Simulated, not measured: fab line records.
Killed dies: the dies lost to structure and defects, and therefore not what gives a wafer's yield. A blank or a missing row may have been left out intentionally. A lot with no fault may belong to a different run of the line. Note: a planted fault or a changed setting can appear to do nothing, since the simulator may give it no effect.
Struck lot and sound lot, side by side -- flow nand-harc -- 18 out of 1159 route steps
Sound: the wafers L271.1, L271.2, L271.6. Struck: wafers L276.3, L276.5, L276.6. At the end, the cause is stated.
Per side, at each step with rows, come the tool, then ch with its chambers, and then its first start. Under that, the readings that differ: sound wafers -- struck wafers -- difference of the means -- sigmas: that difference in standard deviations of wafers without a fault.
alike: words and numbers the same on both sides, and readings whose means are apart by under 2 such deviations; not compared: readings that were withheld, readings missing a value for some wafer, numbers with overlapping values and no deviation given by the record, and bounds like >300 which may hide the same value.
A row with sigmas, a row that says differs or no value, or rows on one side alone: a step with any of these is where the two part. Numbers that have no deviation but don't overlap get no sigmas and don't part them. Lack of a reading on every wafer of one side parts them only where that side has two or more wafers.

NHARC_P_M2_INSPECT_11:
  sound on defect-inspect-01 at day 7 14:26; struck on defect-inspect-02 at day 8 21:28
  alike: raw-defect-count
NHARC_P_M2_DESCUM_14: chemistry O2, time 3 s.
  sound on rie-diel-09 ch 0,3, day 7 14:29; struck on rie-diel-09 ch 0,2,3, day 8 21:32
  alike: drypump-motor-current-A, mfc-ar-sccm, oes-product-au, rf-vpp-V, showerhead-plenum-p-Torr, throttle-valve-pct
  not compared: rf-hours-counter-h
then, 2 steps without rows for these wafers: NHARC_P_M2_ETCH_35 (etches the open film in N2/H2, target depth 40 nm, overetch 12 nm, time 43.94 s); NHARC_P_M2_ETCH_15 (etches the open film in C4F8/Ar, target depth 182.5 nm, time 91.2 s).
NHARC_P_M2_CD_MEAS_16:
  sound on cd-sem-02 at day 7 14:47; struck on cd-sem-03 at day 8 21:50
  alike: cd-nm
then, 3 steps without rows for these wafers: NHARC_P_M2_STRIP_18 (strips in N2/H2); NHARC_P_M2_ETCH_28 (etches the open film in CF4/N2, target depth 30 nm, time 72.99 s); NHARC_P_M2_STRIP_19 (strips in post etch residue remover, time 600 s).
NHARC_P_M2_DEGAS_29: time 60 s.
  sound on pvd-sputter-02 at day 7 16:02; struck on pvd-sputter-03 at day 8 22:33
  alike: heater-power-w
NHARC_P_M2_PRE_CLEAN_30: time 30 s.
  sound on pvd-sputter-02; struck on pvd-sputter-03
  alike: heater-power-w
NHARC_P_M2_PVD_20: deposits TaN, target thk 5 nm, time 8.06 s.
  sound on pvd-sputter-02; struck on pvd-sputter-03
reading,sound,struck,difference,sigmas
throttle-valve-pct (%),29.8 31.2 30.8,27.2 30.0 27.2,-2.5,-2
  alike: cathode-dc-power-W
NHARC_P_M2_PVD_21: deposits Cu, target thk 30 nm, time 20.49 s.
  sound on pvd-sputter-02; struck on pvd-sputter-03
  alike: cathode-dc-power-W, throttle-valve-pct
NHARC_P_M2_ECD_22: material Cu, target thk 400 nm.
  sound on ecd-cu-02 ch 0,1, day 7 16:24; struck on ecd-cu-02 ch 0,1, day 8 23:04
  no value came back on the struck wafers for bath-heat-duty-pct (%), bath-temp-c (C); on the sound wafers bath-heat-duty-pct (%) reads 5.5 5.1 5.2
then, 1 step without rows for these wafers: NHARC_P_M2_ANNEAL_31 (time 90 s).
NHARC_P_M2_CMP_23: polishes, t overpolish 20 s, target thk 144.3 nm.
  sound on cmp-02 ch 0,1,2, day 7 17:07; struck on cmp-03 ch 2,3, day 8 23:42
reading,sound,struck,difference,sigmas
time-to-endpoint-s (s),27.6 30.2 24.2,0.0 0.0 0.0,-27.3,-11
  alike: motor-current-A
NHARC_P_M2_THK_MEAS_24: measures by xrf.
  sound on film-metro-01 at day 7 17:26; struck on film-metro-02 at day 8 23:59
reading,sound,struck,difference,sigmas
thk-nm (nm),142.8 143.3 142.3,28.5 29.1 28.9,-114.0,-76
after that, 1 step had no rows for these wafers: NHARC_P_M2_SRD_25.
-- break in the record here, with 13 days between the starts of the struck wafers on either side (left off in module P_M2, picked up again in module END, where the first step shown is number 1159 on the route) --
NHARC_END_SORT_01:
  sound on prober-01 ch 0, day 20 14:20; struck on prober-01 ch 0, day 21 22:24
reading,sound,struck,difference,sigmas
defect-limited-yield (%),93.8 94.4 92.0,0,-93,-52
killed-at-other,5 2 7,0,-5,-4
killed-at-periphery,3 4 3,642,+639,+99 or more
killed-dies,42 38 54,677,+632,+53
sort_bin_2_pct (%),2.2 0.9 2.4,96.6,+94.8,+99 or more
sort-n-pass,635 639 623,0,-632,-53
sort-rim-yield-pct (%),92.5 93.4 96.2,0,-94,-38
sort-yield-pct (%),93.8 94.4 92.0,0,-93,-52
  alike: killed-at-array, killed-open, killed-short, sort_bin_3_pct, sort_bin_4_pct

## WHERE THEY PART
At NHARC_P_M2_PVD_20 first; at NHARC_END_SORT_01 last (within this record only).

WHY: what had been put in by the simulator
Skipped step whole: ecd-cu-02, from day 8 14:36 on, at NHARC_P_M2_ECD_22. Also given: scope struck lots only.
